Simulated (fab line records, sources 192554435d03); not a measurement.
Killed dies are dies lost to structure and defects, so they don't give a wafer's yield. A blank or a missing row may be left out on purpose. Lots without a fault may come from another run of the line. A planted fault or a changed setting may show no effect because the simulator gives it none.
One fault seen from 2 desks | flow n5_finfet | each desk has only its own numbers; what lay behind them comes last

THE METROLOGY DESK
What the gauges read, lot by lot, whatever tool the lot ran on: means of the sampled wafers that have a number. A lot is out of limits, marked OUT, if its mean lies more than 4 standard deviations from the usual mean; the brackets give that distance.
Columns: A = cd_nm at N5_BEOL_M11_CD_MEAS_35, usual 70.1 nm
lot  | first seen here | A
L422 | day 11 02:23    | 70.7
L423 | day 12 06:34    | 70.1
L427 | day 12 12:28    | 70.7
L426 | day 12 16:46    | 70.5
L430 | day 13 20:23    | 69.9
L433 | day 15 06:25    | 70.7
L439 | day 15 06:59    | 70.0
L436 | day 15 14:07    | 70.0
L435 | day 15 14:39    | 69.8
L444 | day 17 06:10    | 70.2
L442 | day 18 00:21    | 69.6
This desk's finding: nothing out of limits on any of the 11 lots.

THE TOOL OWNER'S DESK: pvd_sputter-01
The tool's own readings at N5_BEOL_M11_DEGAS_44 (time 60 s): means of the sampled wafers that have a number, for each lot that ran on this tool. A lot is out of limits, marked OUT, if its mean lies more than 4 standard deviations from the usual mean; the brackets give that distance.
Columns: A = heater_power_w at N5_BEOL_M11_DEGAS_44, usual 327 W; B = susceptor_temp_C at N5_BEOL_M11_DEGAS_44, usual 250.03 C
lot  | first seen here | A   | B
L422 | day 11 03:14    | 330 | 250.03
L423 | day 12 07:23    | 345 | 250.11
L426 | day 12 17:24    | 327 | 250.07
L439 | day 15 07:28    | 346 | 254.21 (+23) OUT
L436 | day 15 14:37    | 347 | 254.37 (+24) OUT
L435 | day 15 15:05    | 351 | 254.10 (+23) OUT
This desk's finding: out of limits on L435, L436, L439; first on L439, day 15 07:28 (susceptor_temp_C at N5_BEOL_M11_DEGAS_44). In limits: L422, L423, L426.

PUT TOGETHER
The tool owner's desk could have raised an alarm at day 15 07:28, on L435, L436, L439.
The metrology desk saw nothing out of limits.
The metrology desk has L435, L436, L439 on record, within its limits.
Of the lots named, all ran N5_BEOL_M11_DEGAS_44 on pvd_sputter-01.

WHAT THE SIMULATOR HAD PUT IN
Process parameter drift: pvd_sputter-01, from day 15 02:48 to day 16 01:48, at N5_BEOL_M11_DEGAS_44. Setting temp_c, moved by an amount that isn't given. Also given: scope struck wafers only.
Lots struck among those shown: L435, L436, L439.
Hours from the fault's start to each desk's first reading out of limits: the tool owner's desk, 5.
